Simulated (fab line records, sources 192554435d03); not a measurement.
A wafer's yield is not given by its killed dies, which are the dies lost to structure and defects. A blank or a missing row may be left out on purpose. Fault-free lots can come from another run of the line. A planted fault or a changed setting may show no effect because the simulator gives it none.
fab line records + flow n5-finfet
record
- lots=5
- wafers=15
- last-day=16
route steps=1938 shown BEOL_M3@957 BEOL_M4@1111 PASSIVATION@1936
lots untouched by any fault: they come from a run of this same line in which no faults occurred
start-h: the number of hours between the record's first day and the start of the first shown wafer of the lot + wait-h: how many hours have passed since the lot's step before this one + " unchanged from the row above + L1.1+2: a single row standing in for several wafers + - no value present, or no start provided + * or withheld: withheld + < > ~ a bound
route shown NAME@n: names a module that has steps shown in the file, with the first one's number in the route + usual: mean/standard deviation taken from wafers without a fault + same: alike in all rows + chamber/n: place in a boat + sites: readings site by site + _std_site: how widely they spread, as a standard deviation + _edge_site: inner sites' mean taken away from outer sites' mean + radius-mm: how far each site lies from the wafer's centre + mask NAME#n: copy n + behind: the most recent tool/chamber to have shaped the wafer + hold: reason for holding the lot/hours on hold/outcome of the hold + device: which transistor (n, p or np) failed to switch + end of line: the same wafers' tests at the end of the route + for a step that has no rows: nothing shown but its recipe + killed: at the first sort, the dies lost to defects and structure; wafer yield is something else + map: a wafer's dies, x killed, . not, _ none there
set.NAME: the setting that was run; set.NAME@STEP: the one run at that earlier step + model.NAME: the simulator's own value behind a step, which no gauge read
lots at some steps of the route; a table a step, a row a wafer
services: from which hour (start-h, from the record's first day; less than 0 if before it) a tool's chamber was out of use, for how many hours, and why
## steps
# step N5_BEOL_M3_COAT_67
# recipe
- resist=SOC
- temp-c=250
- time-s=60
- spin-rpm=1500
- resist-thk-nm=60
# step N5_BEOL_M3_COAT_68
# recipe
- resist=SiARC
- temp-c=220
- time-s=60
- spin-rpm=1500
- resist-thk-nm=12
# step N5_BEOL_M3_COAT_76
# recipe
- resist=underlayer
- temp-c=205
- time-s=60
- spin-rpm=1500
- resist-thk-nm=5
# step N5_BEOL_M3_COAT_22
# recipe
- resist=CAR-EUV
- spin-rpm=1500
- resist-thk-nm=30
# step N5_BEOL_M3_EBR_24
# recipe
- solvent=PGMEA
- ebr-width-mm=1.5
# step N5_BEOL_M3_SOFTBAKE_23
# recipe
- temp-c=110
- time-s=60
- resist=CAR-EUV
# step N5_BEOL_M3_EXPOSE_25
# recipe
- mask-id=V2
- na=0.33
- source-shape=quasar
- sigma-inner=0.2
- sigma-outer=0.8
- polarization=unpolarized
- defocus-nm=5
- dose-mj=63
# step N5_BEOL_M3_PEB_26
# recipe
- peb-temp-c=100
- peb-time-s=60
- resist=CAR-EUV
# step N5_BEOL_M3_DEVELOP_27
# recipe
- develop-time-s=30
- developer=TMAH
- resist=CAR-EUV
- rinse-liquid=surfactant-rinse
- dry=air-spin
- dev-temp-c=23
# step N5_BEOL_M3_CD_MEAS_28
# recipe
- target-cd-nm=25.7
- landing-energy-ev=500
- detector=se-inlens
- target-cd-y-nm=23.3
- polarity=opening
# usual
- cd-nm=25.67/0.24
# same
- landing-energy-ev=500
| lot.wafer | tool      | chamber | start-h | wait-h | cd-nm |
|-----------|-----------|---------|---------|--------|-------|
| L369.1    | cd-sem-03 | 0       | 153.51  | -      | 25.48 |
| L369.3    | "         | 0       | "       | "      | 25.66 |
| L369.4    | "         | 0       | "       | "      | 25.64 |
| L376.1    | cd-sem-03 | 0       | 206.32  | -      | 25.75 |
| L376.2    | "         | 0       | "       | "      | 25.51 |
| L376.6    | "         | 0       | "       | "      | 25.58 |
| L375.1    | cd-sem-02 | 0       | 206.55  | -      | 26.01 |
| L375.3    | "         | 0       | "       | "      | 25.57 |
| L375.4    | "         | 0       | "       | "      | 26.03 |
| L379.1    | cd-sem-01 | 0       | 228.12  | -      | 25.57 |
| L379.4    | "         | 0       | "       | "      | 25.41 |
| L379.5    | "         | 0       | "       | "      | 25.48 |
| L386.3    | cd-sem-03 | 0       | 261.09  | -      | 26.23 |
| L386.4    | "         | 0       | "       | "      | 25.90 |
| L386.6    | "         | 0       | "       | "      | 25.85 |
# step N5_BEOL_M3_OVL_MEAS_29
# recipe
- points-per-wafer=522
# usual
- V2_OVL=0.1/0.88
| lot.wafer | tool       | chamber | start-h | wait-h | V2_OVL[nm] |
|-----------|------------|---------|---------|--------|------------|
| L369.1    | overlay-01 | 0       | 153.54  | 0.0    | 1.2        |
| L369.3    | "          | 0       | "       | "      | 0.7        |
| L369.4    | "          | 0       | "       | "      | -0.6       |
| L376.1    | overlay-02 | 0       | 206.35  | 0.0    | 0.3        |
| L376.2    | "          | 0       | "       | "      | -0.7       |
| L376.6    | "          | 0       | "       | "      | -0.6       |
| L375.1    | overlay-02 | 0       | 206.58  | 0.0    | 0.1        |
| L375.3    | "          | 0       | "       | "      | -0.7       |
| L375.4    | "          | 0       | "       | "      | 0.1        |
| L379.1    | overlay-01 | 0       | 228.15  | 0.0    | 0.4        |
| L379.4    | "          | 0       | "       | "      | -0.5       |
| L379.5    | "          | 0       | "       | "      | 1.3        |
| L386.3    | overlay-02 | 0       | 261.13  | 0.0    | 0.8        |
| L386.4    | "          | 0       | "       | "      | -0.5       |
| L386.6    | "          | 0       | "       | "      | -0.1       |
# step N5_BEOL_M3_INSPECT_30
# recipe
- mode=adi
- inspect-instrument=brightfield
# usual
- raw-defect-count=451/99
| lot.wafer | tool              | chamber | start-h | wait-h | raw-defect-count |
|-----------|-------------------|---------|---------|--------|------------------|
| L369.1    | defect-inspect-02 | -       | 153.60  | 0.1    | 287              |
| L369.3    | "                 | -       | "       | "      | 357              |
| L369.4    | "                 | -       | "       | "      | 263              |
| L376.1    | defect-inspect-01 | -       | 206.41  | 0.1    | 391              |
| L376.2    | "                 | -       | "       | "      | 331              |
| L376.6    | "                 | -       | "       | "      | 491              |
| L375.1    | defect-inspect-01 | -       | 206.64  | 0.1    | 375              |
| L375.3    | "                 | -       | "       | "      | 453              |
| L375.4    | "                 | -       | "       | "      | 447              |
| L379.1    | defect-inspect-01 | -       | 228.21  | 0.1    | 471              |
| L379.4    | "                 | -       | "       | "      | 421              |
| L379.5    | "                 | -       | "       | "      | 625              |
| L386.3    | defect-inspect-02 | -       | 261.18  | 0.0    | 281              |
| L386.4    | "                 | -       | "       | "      | 269              |
| L386.6    | "                 | -       | "       | "      | 371              |
# step N5_BEOL_M3_DESCUM_33
# recipe
- chemistry=O2
- time-s=7
- source-power-w=50
- bias-power-w=20
- pressure-mtorr=20
- rf-frequency-hz=2.712e+07
- temp-c=40
- resist=CAR-EUV
- o2-flow-sccm=225
# usual
- chamber-pressure-mTorr=20.001/0.018
- drypump-motor-current-A=5.3/0.46
- oes-product-au=0.80/0.097
- rf-vpp-V=243.4/1.4
- showerhead-plenum-p-Torr=2.12/0.073
- throttle-valve-pct=20.47/0.29
| lot.wafer | tool        | chamber | start-h | wait-h | chamber-pressure-mTorr | drypump-motor-current-A | oes-product-au | rf-hours-counter-h | rf-vpp-V | showerhead-plenum-p-Torr | throttle-valve-pct | model.CAR-EUV_of_BEOL_M3_COAT_22.thk-nm |
|-----------|-------------|---------|---------|--------|------------------------|-------------------------|----------------|--------------------|----------|--------------------------|--------------------|-----------------------------------------|
| L369.1    | rie-diel-06 | 0       | 153.63  | 0.0    | 20.026                 | 4.8                     | 0.74           | 189                | 241.1    | 1.99                     | 20.62              | 25.8                                    |
| L369.3    | "           | 1       | "       | "      | 19.979                 | 5.8                     | 0.92           | 12                 | 243.1    | 2.08                     | 20.44              | 25.8                                    |
| L369.4    | "           | 2       | "       | "      | 20.029                 | 4.7                     | 0.69           | 248                | 240.7    | 1.95                     | 20.51              | 25.8                                    |
| L376.1    | rie-diel-06 | 3       | 206.45  | 0.0    | 20.014                 | 4.8                     | 0.69           | 222                | 245.2    | 2.16                     | 20.53              | 26                                      |
| L376.2    | "           | 2       | "       | "      | 20.023                 | 4.7                     | 0.95           | 2                  | 244.5    | 2.21                     | 20.22              | 26                                      |
| L376.6    | "           | 1       | "       | "      | 20.026                 | 5.8                     | 0.89           | -                  | 242.9    | 2.07                     | 20.46              | 26                                      |
| L375.1    | rie-diel-06 | 0       | 206.67  | 0.0    | 20.018                 | 4.8                     | 0.73           | 205                | 241.4    | 1.99                     | 20.66              | 26                                      |
| L375.3    | "           | 2       | "       | "      | 20.015                 | 4.6                     | 0.96           | 2                  | 244.8    | 2.21                     | 20.24              | 26                                      |
| L375.4    | "           | 1       | "       | "      | 20.047                 | 5.8                     | 0.89           | 28                 | 241.8    | 2.07                     | 20.46              | 25.8                                    |
| L379.1    | rie-diel-04 | 1       | 228.24  | 0.0    | 19.977                 | 5.3                     | 0.74           | 171                | 243.2    | 2.10                     | 20.51              | 26.2                                    |
| L379.4    | "           | 0       | "       | "      | 20.017                 | 5.5                     | 0.90           | 37                 | 244.2    | 2.12                     | 20.07              | 26                                      |
| L379.5    | "           | 3       | "       | "      | 19.989                 | 5.9                     | 0.73           | -                  | 245.8    | 2.18                     | 21.16              | 26.2                                    |
| L386.3    | rie-diel-04 | 1       | 261.21  | 0.0    | 19.976                 | 5.3                     | 0.73           | 181                | 243.2    | 2.10                     | 20.51              | 25.2                                    |
| L386.4    | "           | 0       | "       | "      | 20.002                 | 5.6                     | 0.88           | 46                 | 242.4    | 2.12                     | 20.10              | 26                                      |
| L386.6    | "           | 2       | "       | "      | 20.013                 | 5.2                     | 0.83           | -                  | 243.2    | 2.14                     | 20.19              | 26                                      |
# step N5_BEOL_M3_ETCH_77
# recipe
- chemistry=N2/H2
- target=underlayer
- target-depth-a=65
- mask-material=CAR-EUV
- time-s=5.2
- ion-energy-ev=200
- pressure-mtorr=30
- source-w=840
- bias-w=150
- n2-flow-sccm=200
- h2-flow-sccm=200
- ends=cleared
# usual
- chamber-pressure-mTorr=30.00/0.041
- drypump-motor-current-A=5.3/0.46
- etch-rf-on-time-s=5.14/0.13
- oes-product-au=0.69/0.084
- rf-vpp-V=524.4/2.6
- showerhead-plenum-p-Torr=2.56/0.094
- throttle-valve-pct=17.84/0.29
| lot.wafer | tool        | chamber | start-h | wait-h | chamber-pressure-mTorr | drypump-motor-current-A | etch-rf-on-time-s | oes-product-au | rf-hours-counter-h | rf-vpp-V | showerhead-plenum-p-Torr | throttle-valve-pct |
|-----------|-------------|---------|---------|--------|------------------------|-------------------------|-------------------|----------------|--------------------|----------|--------------------------|--------------------|
| L369.1    | rie-diel-06 | 0       | 153.67  | 0.0    | 30.00                  | 4.8                     | 5.11              | 0.64           | 189                | 522.3    | 2.42                     | 18.00              |
| L369.3    | "           | 1       | "       | "      | 29.97                  | 5.8                     | 4.88              | 0.80           | 12                 | 523.9    | 2.48                     | 17.46              |
| L369.4    | "           | 2       | "       | "      | 30.01                  | 4.7                     | 5.07              | 0.59           | 248                | 521.5    | 2.40                     | 18.23              |
| L376.1    | rie-diel-06 | 3       | 206.48  | 0.0    | 30.03                  | 4.8                     | 5.12              | 0.61           | 222                | 526.3    | 2.63                     | 18.04              |
| L376.2    | "           | 2       | "       | "      | 30.02                  | 4.7                     | 5.10              | 0.82           | 2                  | 528.3    | 2.72                     | 17.90              |
| L376.6    | "           | 1       | "       | "      | 30.01                  | 5.8                     | 5.01              | 0.77           | -                  | 521.4    | 2.47                     | 17.49              |
| L375.1    | rie-diel-06 | 0       | 206.71  | 0.0    | 29.91                  | 4.8                     | 5.07              | 0.63           | 205                | 519.4    | 2.41                     | 18.03              |
| L375.3    | "           | 2       | "       | "      | 30.02                  | 4.6                     | 4.97              | 0.83           | 2                  | 528.4    | 2.72                     | 17.89              |
| L375.4    | "           | 1       | "       | "      | 30.00                  | 5.8                     | 4.95              | 0.76           | 28                 | 524.7    | 2.47                     | 17.48              |
| L379.1    | rie-diel-04 | 1       | 228.28  | 0.0    | 29.97                  | 5.4                     | 5.36              | 0.62           | 171                | 522.7    | 2.55                     | 18.01              |
| L379.4    | "           | 0       | "       | "      | 30.05                  | 5.6                     | 5.09              | 0.77           | 37                 | 523.0    | 2.59                     | 17.44              |
| L379.5    | "           | 3       | "       | "      | 30.00                  | 5.8                     | 5.35              | 0.59           | -                  | 525.9    | 2.60                     | 18.26              |
| L386.3    | rie-diel-04 | 1       | 261.25  | 0.0    | 30.02                  | 5.4                     | 5.24              | 0.61           | 181                | 523.2    | 2.54                     | 18.04              |
| L386.4    | "           | 0       | "       | "      | 30.06                  | 5.6                     | 5.06              | 0.77           | 46                 | 524.0    | 2.58                     | 17.44              |
| L386.6    | "           | 2       | "       | "      | 30.00                  | 5.2                     | 5.00              | 0.71           | -                  | 525.6    | 2.59                     | 17.69              |
# step N5_BEOL_M4_RC_MEAS_101
# usual
- DIBL_N=36.9/1.6
- DIBL_P=37.1/2
- IOFF_N=0.17/0.032
- IOFF_P=0.22/0.036
- ION_N=674/12
- ION_P=463/7.8
- SS_N=71.7/0.63
- SS_P=73.5/0.62
- VT_N=249/3.3
- VT_P=-250/3.5
| lot.wafer | tool      | chamber | start-h | wait-h | DIBL_N[mV/V] | DIBL_P[mV/V] | IOFF_N[nA/um] | IOFF_P[nA/um] | ION_N[uA/um] | ION_P[uA/um] | SS_N[mV/dec] | SS_P[mV/dec] | VT_N[mV] | VT_P[mV] |
|-----------|-----------|---------|---------|--------|--------------|--------------|---------------|---------------|--------------|--------------|--------------|--------------|----------|----------|
| L369.1    | prober-01 | 0       | 184.88  | 0.0    | 37.0         | 37.5         | 0.16          | 0.20          | 670          | 458          | 71.4         | 73.1         | 249      | -253     |
| L369.3    | "         | 0       | "       | "      | 38.1         | 38.2         | 0.15          | 0.20          | 657          | 450          | 71.0         | 74.4         | 252      | -252     |
| L369.4    | "         | 0       | "       | "      | 36.6         | 36.0         | 0.14          | 0.17          | 664          | 452          | 71.3         | 73.2         | 254      | -256     |
| L376.1    | prober-02 | 0       | 229.13  | 0.2    | 38.1         | 40.4         | 0.21          | 0.27          | 687          | 465          | 71.7         | 74.8         | 246      | -247     |
| L376.2    | "         | 0       | "       | "      | 36.9         | 37.7         | 0.18          | 0.22          | 676          | 456          | 71.7         | 73.7         | 249      | -251     |
| L376.6    | "         | 0       | "       | "      | 32.9         | 35.0         | 0.12          | 0.18          | 668          | 463          | 70.4         | 72.9         | 253      | -250     |
| L375.1    | prober-01 | 0       | 236.56  | 0.0    | 37.3         | 39.2         | 0.18          | 0.24          | 681          | 466          | 71.1         | 73.2         | 248      | -249     |
| L375.3    | "         | 0       | "       | "      | 34.0         | 36.7         | 0.14          | 0.20          | 681          | 477          | 70.9         | 72.6         | 249      | -250     |
| L375.4    | "         | 0       | "       | "      | 33.2         | 35.5         | 0.12          | 0.18          | 654          | 452          | 70.6         | 72.2         | 254      | -253     |
| L379.1    | prober-01 | 0       | 249.56  | 0.0    | 33.5         | 35.4         | 0.12          | 0.16          | 651          | 442          | 71.2         | 72.7         | 253      | -258     |
| L379.4    | "         | 0       | "       | "      | 38.0         | 41.7         | 0.21          | 0.25          | 690          | 473          | 72.3         | 74.5         | 248      | -252     |
| L379.5    | "         | 0       | "       | "      | 35.7         | 36.1         | 0.14          | 0.17          | 660          | 449          | 71.8         | 73.1         | 256      | -256     |
| L386.3    | prober-01 | 0       | 281.28  | 0.4    | 36.8         | 34.9         | 0.15          | 0.21          | 691          | 471          | 71.0         | 73.9         | 250      | -248     |
| L386.4    | "         | 0       | "       | "      | 37.9         | 35.1         | 0.17          | 0.23          | 678          | 464          | 71.5         | 73.2         | 249      | -247     |
| L386.6    | "         | 0       | "       | "      | 40.2         | 38.7         | 0.22          | 0.30          | 690          | 477          | 72.4         | 74.6         | 245      | -244     |
# step N5_PASSIVATION_PROBE_49
# usual
- defect-limited-yield=90.9/1.6
- killed_at_M0_to_M3=34/11
- killed_at_M4_up=14/5.7
- killed-at-contacts=13/6.5
- killed-at-front-end=43/11
- killed-at-other=4/3.1
- killed-dies=107/19
- killed-on-rim=14/3.9
- killed-open=71/14
- killed-short=35/7.9
- sort_bin_5_function=5.3/1.1
- sort_bin_6_memory=3.4/0.74
- sort-n-pass=1073/19
- sort-yield-pct=90.9/1.6
# same
- gross-dies=1180
- killed-at-back-side=0
- sort_bin_4_leakage[%]=0
- sort_bin_8_speed[%]=0
| lot.wafer | tool      | chamber | start-h | wait-h | defect-limited-yield[%] | killed_at_M0_to_M3 | killed_at_M4_up | killed-at-contacts | killed-at-front-end | killed-at-other | killed-dies | killed-on-rim | killed-open | killed-short | sort_bin_5_function[%] | sort_bin_6_memory[%] | sort-n-pass | sort-yield-pct[%] |
|-----------|-----------|---------|---------|--------|-------------------------|--------------------|-----------------|--------------------|---------------------|-----------------|-------------|---------------|-------------|--------------|------------------------|----------------------|-------------|-------------------|
| L376.1    | prober-01 | -       | 331.76  | 0.0    | 91.4                    | 37                 | 10              | 10                 | 41                  | 3               | 101         | 13            | 71          | 30           | 5.1                    | 3.0                  | 1079        | 91.4              |
| L376.2    | prober-01 | -       | 331.81  | 0.1    | 93.0                    | 32                 | 17              | 11                 | 19                  | 4               | 83          | 6             | 54          | 28           | 4.2                    | 2.5                  | 1097        | 93.0              |
| L376.6    | prober-01 | -       | 332.01  | 0.3    | 92.7                    | 25                 | 20              | 7                  | 33                  | 1               | 86          | 12            | 56          | 30           | 4.4                    | 2.5                  | 1094        | 92.7              |
| L375.1    | prober-01 | -       | 345.66  | 0.0    | 91.2                    | 33                 | 14              | 21                 | 34                  | 2               | 104         | 19            | 75          | 28           | 5.5                    | 3.1                  | 1076        | 91.2              |
| L375.3    | prober-01 | -       | 345.76  | 0.1    | 88.4                    | 37                 | 16              | 30                 | 49                  | 5               | 137         | 21            | 94          | 43           | 5.7                    | 5.0                  | 1043        | 88.4              |
| L375.4    | prober-01 | -       | 345.81  | 0.2    | 89.2                    | 30                 | 17              | 26                 | 50                  | 5               | 128         | 12            | 95          | 32           | 7.3                    | 3.3                  | 1052        | 89.2              |
# killed by level:class
L376.1 BEOL_M2:geometric-particle:open=15 STI_FIN_REVEAL:geometric-particle:open=10 GATE_CUT:geometric-particle:short=10 MOL_CONTACT_COAG:geometric-particle:open=10 BEOL_M0_SAQP:geometric-particle:open=5 BEOL_M0_SAQP:geometric-particle:short=5 FIN_SAQP:geometric-particle:open=3 DUMMY_GATE:geometric-particle:open=3
L376.2 MOL_CONTACT_COAG:geometric-particle:open=9 BEOL_M4:geometric-particle:open=9 BEOL_M3:geometric-particle:open=8 BEOL_M0_SAQP:geometric-particle:short=6 GATE_CUT:geometric-particle:short=4 BEOL_M0_SAQP:geometric-particle:open=4 BEOL_M2:geometric-particle:open=4 BEOL_M0:geometric-particle:open=3
L376.6 BEOL_M0_SAQP:geometric-particle:short=9 STI_FIN_REVEAL:geometric-particle:open=9 MOL_CONTACT_COAG:geometric-particle:open=7 BEOL_M4:geometric-particle:open=7 BEOL_M6:geometric-particle:open=5 FIN_SAQP:geometric-particle:short=4 GATE_CUT:geometric-particle:open=4 STARTING-WAFER:geometric-particle:open=4
L375.1 MOL_CONTACT_COAG:geometric-particle:open=18 BEOL_M2:geometric-particle:open=11 FIN_SAQP:geometric-particle:short=8 BEOL_M3:geometric-particle:open=8 FIN_SAQP:geometric-particle:open=6 BEOL_M4:geometric-particle:open=6 STI_FIN_REVEAL:geometric-particle:open=5 BEOL_M0_SAQP:geometric-particle:short=5
L375.3 MOL_CONTACT_COAG:geometric-particle:open=19 FIN_SAQP:geometric-particle:open=12 MOL_CONTACT_COAG:geometric-particle:short=11 BEOL_M0_SAQP:geometric-particle:open=10 FIN_SAQP:geometric-particle:short=9 STI_FIN_REVEAL:geometric-particle:open=9 BEOL_M2:geometric-particle:open=8 BEOL_M1:geometric-particle:open=7
L375.4 FIN_SAQP:geometric-particle:open=23 MOL_CONTACT_COAG:geometric-particle:open=22 FIN_SAQP:geometric-particle:short=9 BEOL_M2:geometric-particle:open=7 BEOL_M0_SAQP:geometric-particle:open=6 BEOL_M1:geometric-particle:open=5 STI_FIN_REVEAL:geometric-particle:open=4 DUMMY_GATE:geometric-particle:open=4
## services
| tool        | chamber | start-h | hours | kind                          |
|-------------|---------|---------|-------|-------------------------------|
| rie-diel-06 | 2       | 164.59  | -     | clean                         |
| rie-diel-06 | 2       | 164.59  | -     | consumable-replace:focus-ring |
| rie-diel-06 | 2       | 164.59  | -     | consumable-replace:showerhead |
| rie-diel-06 | 2       | 164.59  | 32.4  | scheduled-down                |
| rie-diel-06 | 2       | 164.59  | 32.4  | vent-cycle                    |
| rie-diel-04 | -       | 189.90  | 2.8   | pm                            |
| rie-diel-06 | 1       | 224.30  | 2.0   | repair                        |
| rie-diel-04 | 0       | 239.88  | 1.8   | repair                        |
## key
first-sign none at tools or gauges
model-effect
- step=N5_BEOL_M3_DESCUM_33
- value=CAR-EUV_of_BEOL_M3_COAT_22.thk-nm
- without=26
- struck=25.2
met-at N5_BEOL_M3_DESCUM_33
struck-wafers L386.3
onset-between 228.24 261.21
fault
- kind=process-parameter-drift
- tool=rie-diel-04
- chamber=-
- onset-h=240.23
- steps=N5_BEOL_M3_DESCUM_33
- channel=time-s
- offset=*
- shape=step
- end-h=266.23
- scope=struck-wafers-only
- acts-in=*
- stated=*
